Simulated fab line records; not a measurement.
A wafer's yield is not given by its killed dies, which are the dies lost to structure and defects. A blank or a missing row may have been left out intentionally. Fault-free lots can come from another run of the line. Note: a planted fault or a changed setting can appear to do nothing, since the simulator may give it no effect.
Matching of chambers | flow n5 finfet | rie diel-05 running N5_HKMG_FIN_STRIP_89: 4 sister chambers
The step strips SOC in N2/H2, time 20 s. 4 wafers are shown with their chamber, then 12 later ones without.

== WAFERS PAIRED WITH THEIR CHAMBERS ==
wafer  | chamber | showerhead plenum p Torr (Torr)
L085.4 | 1       | 3.11
L089.1 | 2       | 3.58
L089.2 | 3       | 3.46
L089.5 | 0       | 3.49

== WAFERS MISSING THEIR CHAMBER ==
wafer  | showerhead plenum p Torr (Torr)
L091.1 | 3.11
L091.2 | 3.45
L091.3 | 3.49
L091.4 | 3.58
L091.5 | 3.58
L091.6 | 3.45
L094.1 | 3.45
L094.2 | 3.10
L094.4 | 3.48
L096.1 | 3.57
L096.2 | 3.45
L096.3 | 3.10

== THE CHAMBER EACH PASSED THROUGH ==
wafer  | from the rows above     | in truth
L091.1 | 1                       | 1
L091.2 | 3                       | 3
L091.3 | 0                       | 0
L091.4 | 2                       | 2
L091.5 | 2                       | 2
L091.6 | 3                       | 3
L094.1 | 3                       | 3
L094.2 | 1                       | 1
L094.4 | can't be placed: 0 or 3 | 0
L096.1 | 2                       | 2
L096.2 | 3                       | 3
L096.3 | 1                       | 1
Correctly placed: 11 of 12. Not placeable from these rows: 1 (in 1, the candidates include the true chamber). Placed wrongly: 0.
How it was worked out, from the rows above alone: a wafer's distance from a chamber is the root of the sum, over the readings, of the square of ((its reading less the chamber's mean) divided by the reading's scatter). If the next closest chamber is less than 2 further off than the closest, the wafer can't be placed; otherwise it belongs to the closest. For every chamber, the mean is computed from those of its wafers that are shown. The scatter: root of mean squared gap, hidden wafer to nearest shown wafer, with one shown wafer a chamber.
